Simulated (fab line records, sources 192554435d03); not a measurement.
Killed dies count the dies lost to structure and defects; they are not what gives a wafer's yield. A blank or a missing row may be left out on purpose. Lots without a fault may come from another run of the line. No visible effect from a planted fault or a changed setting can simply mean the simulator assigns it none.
fab line records	flow n5-finfet	part 1 of 2: steps 1 to 4 of 6
record: lots: 17	wafers: 51	last-day: 19
route steps=1938 shown DUMMY_GATE@244 SD_EPI_N@279 SD_EPI_P@306 SDB@360
lots untouched by any fault: they come from a run of this same line in which no faults occurred
start-h: hours from the record's opening day to when the first of the lot's shown wafers began	wait-h: hours elapsed since this lot's preceding step	" repeats the value in the row above	L1.1+2: several wafers, shown together as one row	- value missing, or start not given	* or withheld: withheld	< > ~ a bound
route shown NAME@n: NAME is a module with steps in the file, n the number in the route of the first one	usual: mean and standard deviation over wafers with no fault	same: alike in all rows	chamber/n: place in a boat	sites: readings site by site	_std_site: the values' standard deviation	_edge_site: inner sites' mean taken away from outer sites' mean	radius-mm: how far each site lies from the wafer's centre	mask NAME#n: copy n	behind: tool/chamber where the wafer was last shaped	hold: reason for holding the lot/hours on hold/outcome of the hold	device: which transistor (n, p or np) failed to switch	end of line: at the end of the route, the tests of the same wafers	a step without rows: its recipe alone	killed: dies lost to structure and defects at the first sort, not the wafer's yield	map: shows each die of a wafer: x if killed, . if not, _ if none is there
set.NAME: setting as actually run; set.NAME@STEP: the setting as run at that earlier step	model.NAME: the simulator's own value behind a step, which no gauge read
the route's steps for a sample of lots (tables are steps, rows are wafers)
services: when a tool's chamber went out of use (start-h, in hours from the record's first day, below 0 if earlier), for how many hours, and the reason
== steps ==
step: N5_DUMMY_GATE_STRIP_41
recipe: chemistry: O2	power-w: 400	temp-c: 40	pressure-mtorr: 30	rf-frequency-hz: 6e+07	bias-power-w: 0	overash-fraction: 0.3	o2-flow-sccm: 225
usual: chamber-pressure-mTorr: 30.004/0.029	drypump-motor-current-A: 5.5/0.36	oes-product-au: 0.75/0.074	rf-vpp-V: 3.7/0.5	showerhead-plenum-p-Torr: 2.08/0.071	throttle-valve-pct: 16.73/0.22
lot.wafer	tool	chamber	start-h	wait-h	chamber-pressure-mTorr	drypump-motor-current-A	oes-product-au	rf-hours-counter-h	rf-vpp-V	showerhead-plenum-p-Torr	throttle-valve-pct
L074.1	rie-diel-06	2	59.11	0.0	30.034	5.3	0.74	173	3.2	2.19	16.71
L074.4	"	1	"	"	29.979	5.7	0.78	159	3.2	2.01	16.52
L074.6	"	3	"	"	30.004	5.4	0.78	-	3.5	2.04	17.04
L076.3	rie-diel-02	1	63.47	0.0	29.980	6.0	0.75	143	4.0	2.00	16.29
L076.4	"	3	"	"	29.980	5.7	0.75	178	4.4	2.09	16.90
L076.6	"	0	"	"	29.984	5.4	0.73	-	3.2	2.15	16.80
L078.2	rie-diel-06	2	70.64	0.0	30.021	5.2	0.74	178	3.7	2.18	16.71
L078.3	"	3	"	"	29.997	5.4	0.77	133	2.7	2.04	17.06
L078.6	"	2	"	"	30.005	5.2	0.73	-	3.8	2.19	16.74
L077.4	rie-diel-04	3	74.64	0.0	30.038	5.6	0.68	208	3.4	2.07	16.83
L077.5	"	0	"	"	29.999	5.8	0.66	-	3.6	2.08	16.85
L077.6	"	3	"	"	29.989	5.6	0.69	-	3.0	2.07	16.83
L080.2	rie-diel-04	0	82.65	0.0	30.001	5.8	0.66	248	4.8	2.08	16.86
L080.4	"	3	"	"	30.042	5.7	0.70	210	3.8	2.07	16.83
L080.5	"	2	"	"	29.987	5.2	0.75	-	2.9	2.20	16.76
L079.1	rie-diel-06	3	84.35	0.0	30.019	5.3	0.76	138	4.4	2.04	17.06
L079.4	"	2	"	"	29.986	5.3	0.73	-	3.4	2.18	16.72
L079.6	"	3	"	"	30.021	5.4	0.76	-	3.4	2.04	17.06
L081.1	rie-diel-04	2	90.72	0.0	29.957	5.2	0.75	140	4.1	2.20	16.76
L081.2	"	1	"	"	29.984	6.2	0.70	205	3.3	1.99	16.81
L081.6	"	1	"	"	29.983	6.2	0.71	-	3.2	1.99	16.80
L082.1	rie-diel-06	3	97.24	0.0	30.005	5.3	0.75	143	3.8	2.03	17.06
L082.3	"	1	"	"	30.004	5.7	0.76	173	3.8	2.00	16.55
L082.4	"	2	"	"	30.060	5.2	0.72	187	4.3	2.18	16.74
L083.2	rie-diel-04	1	99.54	0.0	29.967	6.3	0.69	210	4.8	1.99	16.81
L083.3	"	2	"	"	30.052	5.3	0.74	144	3.1	2.20	16.77
L083.6	"	3	"	"	30.010	5.7	0.68	-	3.1	2.07	16.85
L085.1	rie-diel-06	1	114.44	0.0	29.970	5.7	0.76	178	3.8	2.00	16.56
L085.4	"	0	"	"	29.997	4.9	0.94	3	3.6	2.07	16.42
L085.6	"	3	"	"	30.003	5.4	0.76	-	3.4	2.03	17.08
L086.2	rie-diel-06	3	123.23	0.0	29.972	5.4	0.75	153	4.0	2.03	17.08
L086.4	"	0	"	"	29.993	4.9	0.93	7	3.7	2.07	16.43
L086.5	"	2	"	"	29.990	5.2	0.73	-	3.9	2.18	16.75
L088.2	rie-diel-06	0	132.38	0.0	29.981	4.9	0.92	11	3.4	2.07	16.43
L088.3	"	3	"	"	29.967	5.3	0.75	157	3.1	2.03	17.08
L088.6	"	3	"	"	29.996	5.4	0.75	-	4.2	2.03	17.10
L089.2	rie-diel-02	0	143.23	0.0	29.984	5.5	0.71	242	3.6	2.14	16.85
L089.3	"	3	"	"	30.018	5.7	0.73	207	3.7	2.07	16.96
L089.5	"	1	"	"	30.017	6.0	0.73	-	2.9	1.99	16.36
L090.2	rie-diel-04	1	145.38	0.0	30.033	6.3	0.70	216	3.2	1.99	16.83
L090.4	"	3	"	"	30.020	5.7	0.68	225	2.9	2.07	16.88
L090.6	"	3	"	"	30.017	5.7	0.68	-	3.7	2.07	16.87
L091.2	rie-diel-06	2	149.45	0.0	30.045	5.2	0.72	208	4.0	2.17	16.77
L091.5	"	3	"	"	29.989	5.4	0.75	-	3.5	2.03	17.11
L091.6	"	2	"	"	30.052	5.2	0.71	-	3.8	2.17	16.78
L094.1	rie-diel-06	0	168.50	0.0	30.003	4.9	0.89	26	4.2	2.07	16.45
L094.3	"	2	"	"	30.064	5.2	0.70	215	4.0	2.17	16.79
L094.4	"	3	"	"	30.057	5.4	0.73	172	4.2	2.02	17.10
L095.2	rie-diel-04	0	175.54	0.0	30.054	5.7	0.95	13	4.7	2.08	16.43
L095.5	"	2	"	"	29.976	5.3	0.73	-	3.4	2.19	16.81
L095.6	"	1	"	"	29.989	6.2	0.69	-	4.8	1.98	16.84
step: N5_DUMMY_GATE_HM_OPEN_21
recipe: chemistry: CH3F/O2	target: SiNx	target-depth-a: 1200	Ar_flow_sccm: 150	CH3F_flow_sccm: 30	O2_flow_sccm: 23	time-s: 171.4	pressure-mtorr: 30	source-w: 395	bias-w: 73	ion-energy-ev: 120.7
usual: chamber-pressure-mTorr: 30.000/0.028	drypump-motor-current-A: 5.5/0.36	oes-product-au: 0.75/0.072	rf-vpp-V: 300/6.1	showerhead-plenum-p-Torr: 2.00/0.066	throttle-valve-pct: 16.52/0.2
lot.wafer	tool	chamber	start-h	wait-h	chamber-pressure-mTorr	drypump-motor-current-A	oes-product-au	rf-hours-counter-h	rf-vpp-V	showerhead-plenum-p-Torr	throttle-valve-pct
L074.1	rie-diel-06	2	59.15	0.0	29.980	5.2	0.75	173	306	2.10	16.47
L074.4	"	1	"	"	30.018	5.6	0.78	159	298	1.95	16.42
L074.6	"	3	"	"	30.021	5.3	0.76	-	303	1.95	16.76
L076.3	rie-diel-02	1	63.51	0.0	30.013	6.0	0.74	143	299	1.93	16.13
L076.4	"	3	"	"	29.998	5.7	0.74	178	290	1.99	16.60
L076.6	"	0	"	"	29.991	5.4	0.72	-	303	2.08	16.63
L078.2	rie-diel-06	2	70.68	0.0	30.017	5.3	0.75	178	305	2.10	16.48
L078.3	"	3	"	"	30.026	5.3	0.76	133	302	1.95	16.75
L078.6	"	2	"	"	29.972	5.2	0.73	-	304	2.10	16.47
L077.4	rie-diel-04	3	74.68	0.0	29.953	5.6	0.70	208	293	1.98	16.56
L077.5	"	0	"	"	30.003	5.8	0.66	-	292	2.00	16.59
L077.6	"	3	"	"	30.041	5.7	0.70	-	294	1.98	16.54
L080.2	rie-diel-04	0	82.69	0.0	30.012	5.8	0.66	248	291	2.00	16.59
L080.4	"	3	"	"	30.023	5.6	0.70	210	293	1.98	16.56
L080.5	"	2	"	"	29.989	5.2	0.75	-	306	2.13	16.58
L079.1	rie-diel-06	3	84.39	0.0	30.010	5.3	0.77	138	302	1.95	16.75
L079.4	"	2	"	"	29.985	5.2	0.74	-	306	2.10	16.49
L079.6	"	3	"	"	29.962	5.3	0.77	-	303	1.95	16.76
L081.1	rie-diel-04	2	90.76	0.0	30.034	5.2	0.74	140	305	2.12	16.56
L081.2	"	1	"	"	30.050	6.3	0.71	205	293	1.93	16.67
L081.6	"	1	"	"	30.030	6.3	0.71	-	292	1.93	16.68
L082.1	rie-diel-06	3	97.28	0.0	30.012	5.3	0.76	143	302	1.94	16.77
L082.3	"	1	"	"	29.960	5.6	0.76	173	301	1.95	16.42
L082.4	"	2	"	"	30.038	5.2	0.73	187	306	2.09	16.49
L083.2	rie-diel-04	1	99.58	0.0	29.977	6.3	0.70	210	292	1.93	16.68
L083.3	"	2	"	"	30.023	5.2	0.74	144	306	2.12	16.57
L083.6	"	3	"	"	30.030	5.6	0.69	-	294	1.98	16.57
L085.1	rie-diel-06	1	114.48	0.0	30.016	5.6	0.76	178	301	1.94	16.44
L085.4	"	0	"	"	30.030	4.9	0.94	3	306	1.99	16.16
L085.6	"	3	"	"	30.009	5.4	0.75	-	302	1.94	16.77
L086.2	rie-diel-06	3	123.27	0.0	29.988	5.4	0.75	153	301	1.94	16.79
L086.4	"	0	"	"	30.040	4.9	0.91	7	305	1.99	16.16
L086.5	"	2	"	"	29.981	5.2	0.73	-	304	2.09	16.52
L088.2	rie-diel-06	0	132.42	0.0	30.025	4.9	0.91	11	306	1.99	16.15
L088.3	"	3	"	"	29.962	5.3	0.76	157	302	1.94	16.80
L088.6	"	3	"	"	29.991	5.4	0.75	-	302	1.94	16.80
L089.2	rie-diel-02	0	143.27	0.0	29.967	5.4	0.69	242	303	2.07	16.67
L089.3	"	3	"	"	30.004	5.7	0.71	207	291	1.98	16.65
L089.5	"	1	"	"	30.037	6.0	0.71	-	301	1.92	16.19
L090.2	rie-diel-04	1	145.42	0.0	29.993	6.3	0.70	216	291	1.93	16.68
L090.4	"	3	"	"	29.973	5.6	0.68	225	293	1.98	16.58
L090.6	"	3	"	"	30.032	5.6	0.69	-	295	1.98	16.61
L091.2	rie-diel-06	2	149.49	0.0	29.992	5.2	0.72	208	305	2.09	16.55
L091.5	"	3	"	"	30.037	5.4	0.74	-	303	1.94	16.79
L091.6	"	2	"	"	30.024	5.2	0.72	-	306	2.09	16.53
L094.1	rie-diel-06	0	168.54	0.0	29.994	5.0	0.88	26	303	1.98	16.18
L094.3	"	2	"	"	29.957	5.2	0.71	215	305	2.08	16.56
L094.4	"	3	"	"	30.040	5.4	0.74	172	302	1.94	16.82
L095.2	rie-diel-04	0	175.58	0.0	29.990	5.8	0.95	13	292	1.99	16.17
L095.5	"	2	"	"	29.950	5.3	0.73	-	305	2.12	16.61
L095.6	"	1	"	"	30.019	6.3	0.69	-	292	1.93	16.73
step: N5_SD_EPI_N_ETCH_16
recipe: chemistry: CHF3/O2	target: SiO2	target-depth-a: 50	mask-material: SOC	pressure-mtorr: 30	source-w: 650	bias-w: 170	Ar_flow_sccm: 200	CHF3_flow_sccm: 50	O2_flow_sccm: 5	ion-energy-ev: 200
usual: chamber-pressure-mTorr: 30.000/0.029	drypump-motor-current-A: 5.8/0.47	oes-product-au: 0.80/0.087	rf-vpp-V: 519/8.8	showerhead-plenum-p-Torr: 2.41/0.087	throttle-valve-pct: 18.88/0.2
lot.wafer	tool	chamber	start-h	wait-h	chamber-pressure-mTorr	drypump-motor-current-A	oes-product-au	rf-hours-counter-h	rf-vpp-V	showerhead-plenum-p-Torr	throttle-valve-pct
L074.1	rie-diel-05	1	61.39	0.1	29.986	6.2	0.67	238	521	2.38	19.09
L074.4	"	1	"	"	29.978	6.2	0.68	-	520	2.38	19.09
L074.6	"	3	"	"	29.957	5.6	0.69	-	520	2.39	18.91
L076.3	rie-diel-05	0	65.79	0.1	29.992	5.4	0.94	6	511	2.49	18.81
L076.4	"	3	"	"	30.014	5.5	0.69	244	521	2.39	18.93
L076.6	"	1	"	"	30.017	6.2	0.68	-	522	2.38	19.09
L078.2	rie-diel-05	1	73.04	0.1	29.987	6.2	0.68	241	521	2.38	19.09
L078.3	"	2	"	"	30.038	5.6	0.79	150	527	2.50	18.94
L078.6	"	3	"	"	30.061	5.6	0.69	-	521	2.39	18.91
L077.4	rie-diel-05	2	77.03	0.1	30.004	5.6	0.78	151	524	2.50	18.94
L077.5	"	1	"	"	29.980	6.2	0.68	-	523	2.38	19.10
L077.6	"	0	"	"	30.034	5.3	0.93	-	513	2.49	18.82
L080.2	rie-diel-01	1	85.61	0.1	29.995	6.4	0.91	15	511	2.37	18.48
L080.4	"	0	"	"	30.013	6.2	0.79	110	508	2.33	18.96
L080.5	"	0	"	"	29.972	6.2	0.80	-	508	2.33	18.94
L079.1	rie-diel-05	2	86.73	0.1	29.984	5.6	0.79	156	525	2.50	18.95
L079.4	"	2	"	"	30.010	5.6	0.78	-	525	2.50	18.95
L079.6	"	3	"	"	29.997	5.6	0.67	-	519	2.39	18.91
L081.1	rie-diel-05	2	93.55	0.1	29.975	5.6	0.78	161	525	2.50	18.96
L081.2	"	3	"	"	30.008	5.6	0.68	257	521	2.38	18.93
L081.6	"	2	"	"	29.986	5.6	0.79	-	525	2.50	18.96
L082.1	rie-diel-05	0	101.37	0.1	29.994	5.3	0.91	21	514	2.48	18.85
L082.3	"	0	"	"	30.000	5.3	0.91	-	512	2.48	18.84
L082.4	"	0	"	"	29.959	5.3	0.91	-	513	2.48	18.83
L083.2	rie-diel-03	2	101.84	0.1	30.016	6.7	0.89	28	508	2.47	19.06
L083.3	"	0	"	"	29.990	6.0	0.87	41	523	2.36	18.88
L083.6	"	0	"	"	30.000	6.0	0.87	-	523	2.36	18.90
L085.1	rie-diel-01	0	116.89	0.1	29.970	6.2	0.78	123	507	2.32	18.97
L085.4	"	2	"	"	30.006	5.4	0.73	183	537	2.50	19.01
L085.6	"	0	"	"	29.929	6.2	0.78	-	507	2.32	18.97
L086.2	rie-diel-05	0	126.56	0.1	29.996	5.3	0.87	35	513	2.48	18.85
L086.4	"	3	"	"	29.974	5.5	0.67	-	520	2.38	18.97
L086.5	"	0	"	"	29.944	5.3	0.87	-	512	2.48	18.86
L088.2	rie-diel-01	3	134.94	0.1	30.028	5.1	0.76	148	521	2.21	18.66
L088.3	"	1	"	"	30.023	6.5	0.87	35	511	2.36	18.52
L088.6	"	0	"	"	29.996	6.2	0.78	-	507	2.32	18.99
L089.2	rie-diel-01	3	145.70	0.1	30.043	5.1	0.76	152	521	2.21	18.68
L089.3	"	0	"	"	30.027	6.2	0.77	133	507	2.32	18.99
L089.5	"	3	"	"	30.056	5.1	0.76	-	519	2.21	18.68
L090.2	rie-diel-05	2	147.89	0.1	30.024	5.6	0.77	179	525	2.49	18.98
L090.4	"	1	"	"	29.995	6.2	0.97	-	522	2.37	18.71
L090.6	"	2	"	"	30.000	5.6	0.77	-	525	2.49	18.98
L091.2	rie-diel-01	2	151.95	0.1	29.960	5.4	0.72	195	536	2.49	19.04
L091.5	"	1	"	"	29.950	6.5	0.86	-	513	2.36	18.54
L091.6	"	2	"	"	29.972	5.4	0.71	-	537	2.49	19.04
L094.1	rie-diel-01	1	170.98	0.1	30.026	6.4	0.84	48	512	2.36	18.53
L094.3	"	0	"	"	30.026	6.2	0.75	142	506	2.32	19.00
L094.4	"	3	"	"	29.978	5.1	0.75	161	521	2.21	18.66
L095.2	rie-diel-03	0	177.93	0.1	30.020	6.0	0.83	71	522	2.35	18.93
L095.5	"	2	"	"	30.054	6.7	0.84	-	509	2.46	19.11
L095.6	"	3	"	"	30.005	5.6	0.69	-	538	2.48	19.48
step: N5_SD_EPI_P_DESCUM_14
recipe: chemistry: O2	time-s: 7.9	source-power-w: 50	bias-power-w: 20	pressure-mtorr: 20	rf-frequency-hz: 2.712e+07	temp-c: 40	resist: CAR-ArF-block	o2-flow-sccm: 225
usual: chamber-pressure-mTorr: 20.000/0.02	drypump-motor-current-A: 5.6/0.32	oes-product-au: 0.74/0.071	rf-vpp-V: 242.9/1.4	showerhead-plenum-p-Torr: 2.07/0.068	throttle-valve-pct: 20.46/0.23
lot.wafer	tool	chamber	start-h	wait-h	chamber-pressure-mTorr	drypump-motor-current-A	oes-product-au	rf-hours-counter-h	rf-vpp-V	showerhead-plenum-p-Torr	throttle-valve-pct
L074.1	rie-diel-04	0	65.85	0.6	20.030	5.8	0.66	244	242.5	2.08	20.59
L074.4	"	2	"	"	20.012	5.2	0.76	132	244.3	2.20	20.49
L074.6	"	1	"	"	20.029	6.3	0.72	-	240.7	1.99	20.52
L076.3	rie-diel-06	3	69.61	0.0	20.018	5.3	0.76	132	241.4	2.03	20.87
L076.4	"	2	"	"	19.982	5.2	0.74	-	243.8	2.18	20.45
L076.6	"	3	"	"	20.011	5.4	0.77	-	242.0	2.03	20.86
L078.2	rie-diel-06	1	76.85	0.0	19.991	5.7	0.77	165	242.6	2.00	20.27
L078.3	"	0	"	"	20.041	4.9	0.70	249	242.5	2.07	20.51
L078.6	"	2	"	"	19.990	5.2	0.75	-	245.3	2.18	20.45
L077.4	rie-diel-02	3	80.91	0.0	19.983	5.7	0.74	183	242.5	2.08	20.67
L077.5	"	0	"	"	20.011	5.4	0.72	-	244.7	2.14	20.50
L077.6	"	3	"	"	20.011	5.7	0.74	-	242.3	2.08	20.66
L080.2	rie-diel-02	1	89.44	0.0	20.002	6.0	0.75	151	242.2	1.99	20.03
L080.4	"	0	"	"	20.000	5.5	0.73	221	243.3	2.14	20.50
L080.5	"	0	"	"	19.969	5.4	0.72	-	244.4	2.14	20.52
L079.1	rie-diel-06	2	90.54	0.0	19.944	5.3	0.72	185	244.9	2.18	20.47
L079.4	"	1	"	"	19.994	5.6	0.75	-	242.6	2.00	20.30
L079.6	"	3	"	"	20.002	5.4	0.76	-	240.8	2.03	20.89
L081.1	rie-diel-04	1	97.41	0.1	20.026	6.3	0.70	209	240.9	1.99	20.56
L081.2	"	2	"	"	19.982	5.2	0.74	143	244.3	2.20	20.54
L081.6	"	2	"	"	19.986	5.2	0.75	-	244.6	2.20	20.51
L082.1	rie-diel-02	3	105.37	0.0	19.992	5.7	0.74	191	242.8	2.08	20.67
L082.3	"	0	"	"	19.982	5.4	0.71	226	244.1	2.14	20.52
L082.4	"	1	"	"	19.990	6.1	0.73	156	241.2	1.99	20.02
L083.2	rie-diel-04	1	105.53	0.0	20.019	6.3	0.70	212	241.9	1.99	20.55
L083.3	"	3	"	"	20.034	5.6	0.67	221	243.6	2.06	20.58
L083.6	"	2	"	"	20.013	5.2	0.73	-	243.0	2.20	20.52
L085.1	rie-diel-02	0	121.73	0.4	20.002	5.4	0.71	231	243.6	2.14	20.52
L085.4	"	1	"	"	19.998	6.1	0.73	162	241.8	1.99	20.05
L085.6	"	0	"	"	20.022	5.4	0.71	-	242.7	2.14	20.53
L086.2	rie-diel-06	2	130.67	0.3	20.017	5.2	0.72	200	243.7	2.17	20.47
L086.4	"	3	"	"	20.016	5.4	0.75	156	241.8	2.03	20.93
L086.5	"	1	"	"	20.004	5.7	0.75	-	242.9	1.99	20.32
L088.2	rie-diel-06	3	141.92	2.5	20.007	5.3	0.75	162	242.6	2.02	20.93
L088.3	"	0	"	"	20.014	4.9	0.90	16	242.6	2.07	20.26
L088.6	"	2	"	"	19.975	5.2	0.71	-	243.9	2.17	20.50
L089.2	rie-diel-04	3	150.32	0.0	19.984	5.6	0.67	226	244.8	2.06	20.60
L089.3	"	0	"	"	20.009	5.8	0.98	5	242.2	2.08	20.24
L089.5	"	2	"	"	20.011	5.2	0.74	-	245.3	2.19	20.52
L090.2	rie-diel-04	2	151.89	0.0	19.983	5.2	0.74	152	244.6	2.19	20.53
L090.4	"	3	"	"	20.049	5.6	0.68	227	242.3	2.06	20.57
L090.6	"	3	"	"	19.973	5.6	0.68	-	241.6	2.06	20.59
L091.2	rie-diel-02	0	155.66	0.0	20.015	5.4	0.70	246	242.1	2.13	20.56
L091.5	"	3	"	"	20.015	5.7	0.73	-	242.9	2.07	20.70
L091.6	"	2	"	"	19.999	5.5	0.70	-	241.8	2.06	20.28
L094.1	rie-diel-04	0	175.72	0.2	19.992	5.8	0.94	13	242.4	2.07	20.27
L094.3	"	2	"	"	20.008	5.2	0.73	161	245.8	2.19	20.54
L094.4	"	1	"	"	19.993	6.3	0.69	-	241.2	1.98	20.56
L095.2	rie-diel-02	2	181.93	0.0	19.985	5.5	0.71	232	241.7	2.06	20.29
L095.5	"	3	"	"	20.057	5.7	0.71	-	243.1	2.07	20.71
L095.6	"	1	"	"	20.008	6.0	0.71	-	243.2	1.98	20.06
